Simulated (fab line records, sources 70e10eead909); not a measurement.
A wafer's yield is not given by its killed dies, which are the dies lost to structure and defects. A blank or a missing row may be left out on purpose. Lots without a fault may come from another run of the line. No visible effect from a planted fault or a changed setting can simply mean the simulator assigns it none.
fab line records	flow nandHarc	part 1 of 2: steps 1 to 4 of 6
record: lots: 23	wafers: 69	lastDay: 34
route steps=1302 shown A_STAIRCASE@677
lots that met no fault: from a run of the same line without faults
startH: start of the lot's first displayed wafer, in hours after the record's first day	waitH: how many hours have passed since the lot's step before this one	" unchanged from the row above	L1.1+2: several wafers, shown together as one row	- no value present, or no start provided	* or withheld: withheld	< > ~ a bound
route shown NAME@n: a module of which the file shows steps, and the number in the route of the first	usual: mean/standard deviation of fault-free wafers	same: alike in all rows	chamber/n: place in a boat	sites: readings site by site	_std_site: standard deviation of those values	_edge_site: inner sites' mean taken away from outer sites' mean	radiusMm: for every site, how far away it sits from the centre of the wafer	mask NAME#n: copy n	behind: the tool/chamber that last shaped the wafer	hold: what put the lot on hold/how long, in hours/how the hold closed	device: the transistor (n, p or np) that didn't switch	end of line: the route-end tests of the same wafers	step lacking rows: just its recipe	killed: the dies lost at the first sort to structure and to defects; this is not the yield of the wafer	map: a wafer's dies, marking killed ones x, the rest . and places with no die _
set.NAME: the setting as run; set.NAME@STEP: as run at that earlier step	model.NAME: the simulator's own value behind a step, which no gauge read
steps of the route over a sample of lots; a table a step, a row a wafer
services: the hour from which a tool's chamber was out of use, counted from the record's first day as startH (under 0 if before that day), plus the number of hours and why
== steps ==
step: NHARC_A_STAIRCASE_TRIM_20
recipe: timeS: 211.2	o2FlowSccm: 500	arFlowSccm: 0	biasW: 0	chemistry: O2
usual: drypumpMotorCurrentA: 6.0/0.38	oesProductAu: 1.002/0.0076	rfVppV: 57.9/0.9	showerheadPlenumPTorr: 3.56/0.17	throttleValvePct: 17.037/0.0096
lot.wafer	tool	chamber	startH	waitH	drypumpMotorCurrentA	oesProductAu	rfHoursCounterH	rfVppV	showerheadPlenumPTorr	throttleValvePct
L076.3	rieDiel-05	0	361.37	0.1	6.2	0.997	40	59.9	3.67	17.037
L076.2	"	2	"	"	5.3	1.006	41	58.5	3.65	17.034
L076.6	"	3	"	"	5.5	0.991	-	57.9	3.48	17.040
L075.4	rieDiel-13	2	361.67	0.1	6.3	1.000	1	57.7	3.81	17.045
L075.1	"	3	"	"	6.1	1.006	1	58.0	3.35	17.028
L075.3	"	0	"	"	6.5	1.008	2	56.7	3.37	17.026
L074.4	rieDiel-13	3	367.28	0.1	6.1	1.010	2	55.8	3.35	17.039
L074.2	"	0	"	"	6.5	0.996	3	57.6	3.37	17.035
L074.3	"	1	"	"	6.4	1.016	3	57.9	3.67	17.026
L077.3	rieDiel-05	0	399.70	0.1	6.2	1.000	52	56.7	3.66	17.038
L077.2	"	2	"	"	5.3	1.000	50	59.5	3.64	17.040
L077.6	"	0	"	"	6.2	1.009	-	58.3	3.66	17.048
L079.1	rieDiel-07	0	406.87	0.1	6.1	1.014	41	55.8	3.27	17.048
L079.4	"	2	"	"	5.9	1.009	-	57.7	3.48	17.032
L079.6	"	3	"	"	6.1	0.997	-	58.5	3.72	17.018
L080.3	rieDiel-13	1	407.31	0.2	6.4	0.996	16	57.5	3.67	17.041
L080.4	"	2	"	"	6.2	1.007	18	58.6	3.80	17.025
L080.5	"	0	"	"	6.5	1.007	-	56.8	3.36	17.041
L081.3	rieDiel-05	1	431.60	0.1	5.5	1.011	3	57.6	3.71	17.032
L081.2	"	0	"	"	6.2	0.996	3	58.7	3.65	17.050
L081.6	"	2	"	"	5.3	1.017	-	57.7	3.64	17.045
L082.1	rieDiel-13	0	442.65	0.1	6.5	0.999	28	58.4	3.36	17.028
L082.5	"	0	"	"	6.5	0.999	-	57.5	3.36	17.033
L082.6	"	1	"	"	6.4	1.008	-	58.8	3.66	17.042
L083.4	rieDiel-07	0	442.78	0.1	6.1	1.004	53	58.9	3.26	17.019
L083.3	"	2	"	"	6.0	1.007	50	57.4	3.47	17.038
L083.6	"	0	"	"	6.1	1.008	-	56.6	3.26	17.031
L084.4	rieDiel-13	1	460.32	0.1	6.4	0.995	31	57.1	3.66	17.047
L084.3	"	2	"	"	6.3	0.995	31	58.9	3.79	17.034
L084.6	"	0	"	"	6.5	0.998	-	56.7	3.36	17.028
L085.3	rieDiel-13	3	460.47	0.1	6.1	1.003	32	57.7	3.34	17.036
L085.5	"	0	"	"	6.4	0.992	-	57.3	3.36	17.021
L085.6	"	1	"	"	6.4	1.006	-	57.1	3.66	17.034
L086.2	rieDiel-13	3	474.10	0.1	6.1	1.010	38	56.9	3.34	17.034
L086.4	"	0	"	"	6.5	0.997	36	57.2	3.35	17.043
L086.6	"	2	"	"	6.3	1.012	-	58.4	3.79	17.040
L088.3	rieDiel-07	3	490.89	0.1	6.1	0.992	2	58.2	3.71	17.057
L088.2	"	1	"	"	5.7	0.995	2	55.2	3.32	17.029
L088.5	"	0	"	"	6.1	0.995	-	58.2	3.81	17.019
L089.2	rieDiel-07	3	494.69	0.1	6.1	0.988	3	57.9	3.71	17.058
L089.4	"	1	"	"	5.7	0.994	2	56.8	3.32	17.033
L089.3	"	2	"	"	5.9	1.000	3	57.4	3.47	17.042
L087.2	rieDiel-05	2	494.96	0.1	5.3	1.006	29	58.3	3.63	17.039
L087.5	"	3	"	"	5.5	1.006	-	58.4	3.46	17.035
L087.6	"	0	"	"	6.2	1.007	-	57.0	3.64	17.047
L091.2	rieDiel-05	0	507.52	0.1	6.2	1.015	29	58.6	3.64	17.048
L091.4	"	2	"	"	5.3	1.021	33	58.3	3.62	17.039
L091.5	"	0	"	"	6.2	1.005	-	58.1	3.64	17.057
L090.1	rieDiel-05	0	508.60	0.1	6.2	1.001	29	59.0	3.64	17.042
L090.2	"	2	"	"	5.3	1.015	33	58.9	3.62	17.035
L090.3	"	3	"	"	5.5	0.999	28	58.3	3.46	17.051
L093.4	rieDiel-13	1	531.88	0.1	6.4	1.000	0	57.7	3.64	17.027
L093.2	"	2	"	"	6.3	0.991	0	57.0	3.78	17.036
L093.1	"	3	"	"	6.1	1.002	0	56.8	3.33	17.040
L092.2	rieDiel-07	3	531.93	0.1	6.1	0.990	20	58.0	3.70	17.050
L092.4	"	0	"	"	6.1	0.991	-	57.5	3.80	17.032
L092.5	"	1	"	"	5.7	0.991	-	56.7	3.31	17.030
L094.2	rieDiel-05	1	558.16	0.1	5.5	1.006	46	58.1	3.69	17.039
L094.4	"	3	"	"	5.5	1.000	44	56.3	3.45	17.019
L094.1	"	0	"	"	6.2	1.009	44	58.6	3.63	17.052
L096.4	rieDiel-05	1	570.78	0.1	5.5	1.008	50	58.8	3.68	17.034
L096.2	"	3	"	"	5.5	0.994	49	56.5	3.44	17.030
L096.6	"	1	"	"	5.5	0.999	-	57.7	3.68	17.042
L095.2	rieDiel-05	2	577.25	0.1	5.3	1.010	54	59.1	3.61	17.057
L095.4	"	3	"	"	5.5	0.999	51	58.3	3.44	17.035
L095.5	"	2	"	"	5.3	1.010	-	58.4	3.61	17.051
L097.4	rieDiel-07	2	592.57	0.1	6.0	1.005	14	57.3	3.46	17.024
L097.2	"	3	"	"	6.2	1.006	46	58.6	3.68	17.035
L097.6	"	2	"	"	6.0	1.004	-	57.5	3.46	17.032
step: NHARC_A_STAIRCASE_ETCH_190
recipe: targetDepthA: 1000	timeS: 40.5	ionEnergyEv: 400	c4f8FlowSccm: 20	o2FlowSccm: 10	arFlowSccm: withheld	rfW: 600	biasW: 1000	chemistry: C4F8/O2
usual: oesProductAu: 0.945/0.01	rfVppV: 897/6.5
lot.wafer	tool	chamber	startH	waitH	oesProductAu	rfHoursCounterH	rfVppV
L075.1	rieDiel-07	3	-	-	0.937	18	904
L075.3	"	0	"	"	0.954	23	884
L075.4	"	1	"	"	0.948	22	888
L076.2	rieDiel-13	3	-	-	0.947	2	889
L076.3	"	2	"	"	0.948	2	906
L076.6	"	3	"	"	0.944	-	889
L074.4	rieDiel-07	2	-	-	0.964	22	894
L074.2	"	0	"	"	0.947	25	886
L074.3	"	1	"	"	0.928	24	889
L077.3	rieDiel-13	1	-	-	0.932	14	901
L077.2	"	2	"	"	0.937	13	906
L077.6	"	1	"	"	0.934	-	902
L079.1	rieDiel-07	3	-	-	0.935	36	902
L079.6	"	2	"	"	0.943	-	894
L079.4	"	0	"	"	0.945	-	887
L080.3	rieDiel-13	3	-	-	0.935	20	890
L080.4	"	2	"	"	0.927	19	906
L080.5	"	0	"	"	0.934	-	890
L081.3	rieDiel-13	0	-	-	0.932	25	890
L081.2	"	1	"	"	0.944	24	902
L081.6	"	0	"	"	0.933	-	890
L082.1	rieDiel-05	1	-	-	0.958	7	902
L082.5	"	1	"	"	0.958	-	903
L082.6	"	0	"	"	0.951	-	900
L083.3	rieDiel-13	2	-	-	0.955	29	907
L083.4	"	3	"	"	0.952	29	888
L083.6	"	1	"	"	0.963	-	901
L084.4	rieDiel-05	0	-	-	0.939	13	901
L084.3	"	1	"	"	0.945	12	901
L084.6	"	3	"	"	0.944	-	895
L085.3	rieDiel-07	3	-	-	0.943	55	903
L085.6	"	3	"	"	0.948	-	904
L085.5	"	0	"	"	0.962	-	886
L086.2	rieDiel-05	2	-	-	0.945	22	899
L086.4	"	0	"	"	0.963	20	900
L086.6	"	2	"	"	0.954	-	899
L088.3	rieDiel-07	3	-	-	0.937	3	903
L088.2	"	0	"	"	0.933	3	907
L088.5	"	2	"	"	0.949	-	895
L089.3	rieDiel-13	0	-	-	0.945	45	887
L089.2	"	1	"	"	0.961	45	901
L089.4	"	2	"	"	0.957	44	904
L087.2	rieDiel-05	0	-	-	0.957	26	901
L087.5	"	0	"	"	0.956	-	901
L087.6	"	1	"	"	0.949	-	902
L091.4	rieDiel-05	2	-	-	0.960	33	899
L091.2	"	3	"	"	0.959	29	894
L091.5	"	0	"	"	0.958	-	900
L090.1	rieDiel-07	0	-	-	0.939	11	906
L090.2	"	1	"	"	0.936	9	887
L090.3	"	3	"	"	0.942	12	901
L093.1	rieDiel-05	1	-	-	0.950	42	901
L093.2	"	3	"	"	0.945	39	893
L093.4	"	0	"	"	0.957	39	900
L092.2	rieDiel-07	3	-	-	0.936	21	901
L092.5	"	0	"	"	0.936	-	906
L092.4	"	1	"	"	0.940	-	889
L094.1	rieDiel-13	2	-	-	0.942	9	905
L094.4	"	0	"	"	0.948	12	888
L094.2	"	1	"	"	0.937	9	900
L096.4	rieDiel-05	3	-	-	0.941	50	892
L096.2	"	1	"	"	0.946	51	902
L096.6	"	3	"	"	0.940	-	892
L095.4	rieDiel-13	3	-	-	0.940	15	888
L095.2	"	2	"	"	0.930	13	905
L095.5	"	0	"	"	0.947	-	889
L097.4	rieDiel-07	1	-	-	0.937	42	887
L097.2	"	0	"	"	0.946	44	903
L097.6	"	2	"	"	0.936	-	894
step: NHARC_A_STAIRCASE_TRIM_198
recipe: timeS: 211.2	o2FlowSccm: 500	arFlowSccm: 0	biasW: 0	chemistry: O2
usual: drypumpMotorCurrentA: 6.0/0.37	oesProductAu: 1.001/0.0072	rfVppV: 57.8/1	showerheadPlenumPTorr: 3.56/0.17	throttleValvePct: 17.037/0.0084
lot.wafer	tool	chamber	startH	waitH	drypumpMotorCurrentA	oesProductAu	rfHoursCounterH	rfVppV	showerheadPlenumPTorr	throttleValvePct
L075.1	rieDiel-07	2	-	-	6.0	1.012	20	57.2	3.49	17.033
L075.4	"	3	"	"	6.2	0.987	18	59.6	3.73	17.024
L075.3	"	1	"	"	5.8	0.988	22	55.7	3.34	17.032
L076.3	rieDiel-13	3	-	-	6.1	1.005	2	56.5	3.35	17.043
L076.2	"	0	"	"	6.5	1.001	3	57.2	3.37	17.029
L076.6	"	2	"	"	6.3	0.993	-	59.1	3.81	17.051
L074.3	rieDiel-05	2	-	-	5.3	1.007	44	58.7	3.65	17.029
L074.4	"	3	"	"	5.5	0.998	48	55.2	3.48	17.024
L074.2	"	1	"	"	5.5	1.004	45	59.0	3.72	17.041
L077.3	rieDiel-13	0	-	-	6.5	0.995	15	57.8	3.36	17.026
L077.2	"	1	"	"	6.4	1.001	14	59.7	3.67	17.031
L077.6	"	1	"	"	6.4	1.007	-	56.9	3.67	17.044
L079.1	rieDiel-07	3	-	-	6.1	0.989	37	59.5	3.72	17.059
L079.6	"	2	"	"	5.9	1.001	-	57.9	3.48	17.039
L079.4	"	0	"	"	6.1	0.998	-	56.0	3.27	17.033
L080.4	rieDiel-13	3	-	-	6.0	1.000	21	58.2	3.34	17.050
L080.3	"	0	"	"	6.5	1.005	20	57.7	3.36	17.046
L080.5	"	0	"	"	6.5	0.999	-	56.4	3.36	17.044
L081.2	rieDiel-13	1	-	-	6.4	0.992	25	58.9	3.66	17.042
L081.3	"	0	"	"	6.5	1.006	25	56.4	3.36	17.038
L081.6	"	1	"	"	6.4	1.006	-	58.3	3.66	17.036
L082.1	rieDiel-07	2	-	-	5.9	1.013	51	58.5	3.47	17.046
L082.5	"	1	"	"	5.7	0.997	-	57.4	3.33	17.041
L082.6	"	2	"	"	6.0	1.010	-	56.9	3.47	17.027
L083.3	rieDiel-05	2	-	-	5.3	1.000	8	57.5	3.64	17.039
L083.4	"	1	"	"	5.5	1.007	8	59.1	3.71	17.038
L083.6	"	3	"	"	5.5	1.009	-	58.7	3.47	17.039
L084.3	rieDiel-13	0	-	-	6.5	1.003	33	55.6	3.35	17.051
L084.4	"	3	"	"	6.1	1.001	33	57.7	3.34	17.030
L084.6	"	0	"	"	6.4	0.982	-	57.2	3.35	17.024
L085.3	rieDiel-07	1	-	-	5.7	0.989	48	56.9	3.32	17.049
L085.6	"	3	"	"	6.1	0.998	-	56.8	3.71	17.040
L085.5	"	0	"	"	6.0	1.005	-	56.8	3.26	17.046
L086.4	rieDiel-05	1	-	-	5.5	1.007	21	57.8	3.70	17.040
L086.2	"	3	"	"	5.5	1.008	20	57.6	3.46	17.030
L086.6	"	1	"	"	5.5	1.011	-	56.9	3.70	17.030
L088.2	rieDiel-13	0	-	-	6.5	0.994	45	57.5	3.35	17.031
L088.3	"	3	"	"	6.1	1.007	43	58.0	3.33	17.046
L088.5	"	1	"	"	6.4	0.996	-	55.8	3.65	17.034
L089.2	rieDiel-05	3	-	-	5.5	1.000	25	58.0	3.46	17.045
L089.3	"	0	"	"	6.2	1.002	26	57.5	3.64	17.039
L089.4	"	1	"	"	5.5	1.007	29	57.6	3.70	17.035
L087.2	rieDiel-07	0	-	-	6.1	1.001	5	58.9	3.80	17.025
L087.6	"	1	"	"	5.7	0.995	-	56.8	3.32	17.032
L087.5	"	2	"	"	5.9	0.992	-	57.6	3.47	17.048
L091.2	rieDiel-05	0	-	-	6.2	1.003	30	57.8	3.64	17.041
L091.4	"	3	"	"	5.5	0.995	29	57.7	3.46	17.038
L091.5	"	0	"	"	6.2	0.997	-	57.8	3.64	17.045
L090.1	rieDiel-07	1	-	-	5.7	0.994	10	58.3	3.32	17.036
L090.3	"	3	"	"	6.2	0.992	12	57.0	3.70	17.032
L090.2	"	0	"	"	6.1	1.004	12	57.6	3.80	17.047
L093.2	rieDiel-05	3	-	-	5.5	1.000	39	56.5	3.45	17.033
L093.4	"	0	"	"	6.2	1.007	40	56.7	3.63	17.040
L093.1	"	1	"	"	5.5	1.012	42	59.1	3.69	17.045
L092.2	rieDiel-07	0	-	-	6.1	0.995	21	58.2	3.80	17.034
L092.4	"	3	"	"	6.1	0.992	-	57.1	3.70	17.025
L092.5	"	1	"	"	5.7	0.998	-	58.0	3.31	17.051
L094.4	rieDiel-05	0	-	-	6.2	1.005	48	58.2	3.63	17.042
L094.2	"	1	"	"	5.5	1.012	49	57.7	3.69	17.041
L094.1	"	2	"	"	5.3	1.019	51	57.9	3.61	17.038
L096.4	rieDiel-05	3	-	-	5.5	0.995	50	56.8	3.45	17.021
L096.2	"	2	"	"	5.3	1.000	54	58.6	3.61	17.031
L096.6	"	3	"	"	5.5	0.995	-	57.4	3.45	17.038
L095.4	rieDiel-13	2	-	-	6.3	1.003	13	58.4	3.77	17.040
L095.2	"	3	"	"	6.1	1.014	16	56.7	3.32	17.034
L095.5	"	1	"	"	6.4	1.007	-	58.1	3.63	17.027
L097.4	rieDiel-13	2	-	-	6.3	0.998	19	59.0	3.76	17.024
L097.2	"	0	"	"	6.5	1.001	22	57.5	3.33	17.031
L097.6	"	2	"	"	6.3	0.996	-	59.0	3.76	17.036
step: NHARC_A_STAIRCASE_DESCUM_219
recipe: timeS: 3	o2FlowSccm: 200	arFlowSccm: 0	biasPowerW: 0	chemistry: O2
usual: drypumpMotorCurrentA: 6.0/0.39	oesProductAu: 1.002/0.0078	rfVppV: 57.9/0.93	showerheadPlenumPTorr: 1.94/0.1	throttleValvePct: 11.313/0.0098
lot.wafer	tool	chamber	startH	waitH	drypumpMotorCurrentA	oesProductAu	rfHoursCounterH	rfVppV	showerheadPlenumPTorr	throttleValvePct
L076.3	rieDiel-07	3	368.06	-	6.1	0.987	19	58.8	2.03	11.319
L076.2	"	0	"	"	6.1	1.007	24	57.0	1.77	11.317
L076.6	"	0	"	"	6.1	1.004	-	56.5	1.77	11.309
L075.1	rieDiel-05	2	368.23	-	5.3	0.998	44	57.9	1.98	11.310
L075.3	"	3	"	"	5.5	1.003	47	58.0	1.88	11.329
L075.4	"	1	"	"	5.5	1.006	44	59.5	2.03	11.308
L074.3	rieDiel-05	3	373.64	-	5.5	1.004	48	57.2	1.88	11.304
L074.2	"	1	"	"	5.5	1.009	45	58.9	2.02	11.321
L074.4	"	2	"	"	5.3	1.005	45	57.3	1.98	11.304
L077.3	rieDiel-13	2	409.10	-	6.2	0.986	18	57.8	2.07	11.310
L077.2	"	3	"	"	6.1	0.993	19	57.0	1.81	11.312
L077.6	"	2	"	"	6.3	0.995	-	58.8	2.07	11.308
L080.3	rieDiel-13	1	414.74	-	6.4	0.995	20	58.7	1.99	11.307
L080.4	"	3	"	"	6.1	0.991	22	57.9	1.81	11.323
L080.5	"	1	"	"	6.4	0.985	-	59.0	1.99	11.318
L079.4	rieDiel-13	2	415.64	-	6.3	0.999	21	58.3	2.07	11.307
L079.1	"	3	"	"	6.1	0.999	22	57.2	1.81	11.312
L079.6	"	3	"	"	6.1	1.003	-	56.5	1.81	11.313
L081.2	rieDiel-13	2	438.93	-	6.2	0.997	26	57.9	2.07	11.281
L081.3	"	3	"	"	6.1	0.993	26	60.1	1.80	11.327
L081.6	"	2	"	"	6.3	1.000	-	58.4	2.07	11.307
L082.1	rieDiel-05	0	448.86	-	6.1	0.996	9	58.6	1.99	11.317
L082.6	"	2	"	"	5.3	1.019	-	58.5	1.98	11.311
L082.5	"	0	"	"	6.2	1.005	-	59.7	1.98	11.310
L083.3	rieDiel-07	1	449.17	-	5.7	1.007	43	56.2	1.80	11.311
L083.4	"	2	"	"	5.9	1.020	51	56.7	1.88	11.309
L083.6	"	0	"	"	6.1	1.015	-	57.8	1.76	11.324
L084.4	rieDiel-13	0	466.59	-	6.5	0.997	34	58.1	1.81	11.307
L084.3	"	2	"	"	6.3	0.991	33	59.5	2.07	11.317
L084.6	"	3	"	"	6.1	0.998	-	58.2	1.80	11.324
L085.3	rieDiel-05	3	466.98	-	5.5	0.999	14	58.2	1.88	11.322
L085.5	"	2	"	"	5.3	1.012	-	58.6	1.97	11.311
L085.6	"	3	"	"	5.5	0.996	-	57.4	1.88	11.322
L086.2	rieDiel-07	0	483.57	-	6.1	0.998	1	58.6	2.08	11.312
L086.4	"	2	"	"	5.9	1.002	1	57.7	1.88	11.318
L086.6	"	1	"	"	5.8	0.999	-	57.1	1.79	11.311
L088.2	rieDiel-05	3	497.17	-	5.5	0.996	24	57.0	1.87	11.304
L088.3	"	1	"	"	5.5	1.011	28	57.2	2.01	11.329
L088.5	"	2	"	"	5.3	1.014	-	58.4	1.97	11.308
L089.4	rieDiel-05	0	501.04	-	6.2	0.996	27	58.4	1.98	11.310
L089.3	"	2	"	"	5.3	1.014	31	59.3	1.97	11.297
L089.2	"	3	"	"	5.5	0.991	26	58.5	1.87	11.308
L087.2	rieDiel-05	3	502.70	-	5.5	1.005	26	58.2	1.87	11.318
L087.5	"	1	"	"	5.5	1.013	-	59.4	2.01	11.316
L087.6	"	2	"	"	5.3	0.996	-	58.4	1.97	11.317
L091.2	rieDiel-13	1	513.61	-	6.4	1.007	51	58.4	1.98	11.302
L091.4	"	3	"	"	6.0	1.003	52	56.6	1.80	11.323
L091.5	"	0	"	"	6.5	0.998	-	55.7	1.81	11.317
L090.3	rieDiel-13	1	517.01	-	6.4	1.002	51	58.4	1.98	11.300
L090.2	"	2	"	"	6.3	0.998	53	57.8	2.06	11.303
L090.1	"	0	"	"	6.4	0.996	52	58.0	1.81	11.312
L093.2	rieDiel-07	3	538.13	-	6.1	1.003	21	57.8	2.01	11.297
L093.1	"	1	"	"	5.7	0.991	19	57.9	1.79	11.325
L093.4	"	3	"	"	6.1	0.995	-	58.2	2.01	11.299
L092.2	rieDiel-13	1	539.10	-	6.4	1.000	2	57.1	1.98	11.302
L092.4	"	3	"	"	6.1	1.005	1	57.4	1.80	11.333
L092.5	"	2	"	"	6.3	0.993	-	58.6	2.06	11.305
L094.4	rieDiel-13	1	566.17	-	6.4	0.995	10	58.8	1.98	11.316
L094.1	"	2	"	"	6.2	1.005	10	56.5	2.05	11.321
L094.2	"	0	"	"	6.4	1.009	13	57.2	1.80	11.306
L096.4	rieDiel-07	1	576.92	-	5.7	0.988	36	57.7	1.78	11.316
L096.2	"	2	"	"	6.0	1.011	8	57.4	1.88	11.327
L096.6	"	0	"	"	6.1	0.999	-	58.8	2.06	11.331
L095.4	rieDiel-07	0	583.73	-	6.1	0.988	41	58.4	2.06	11.327
L095.2	"	3	"	"	6.1	0.987	44	59.7	2.01	11.288
L095.5	"	0	"	"	6.1	0.999	-	58.2	2.06	11.312
L097.4	rieDiel-05	1	599.07	-	5.5	0.996	2	58.0	2.00	11.309
L097.2	"	0	"	"	6.2	1.014	1	59.0	1.97	11.319
L097.6	"	2	"	"	5.3	1.016	-	57.9	1.96	11.336
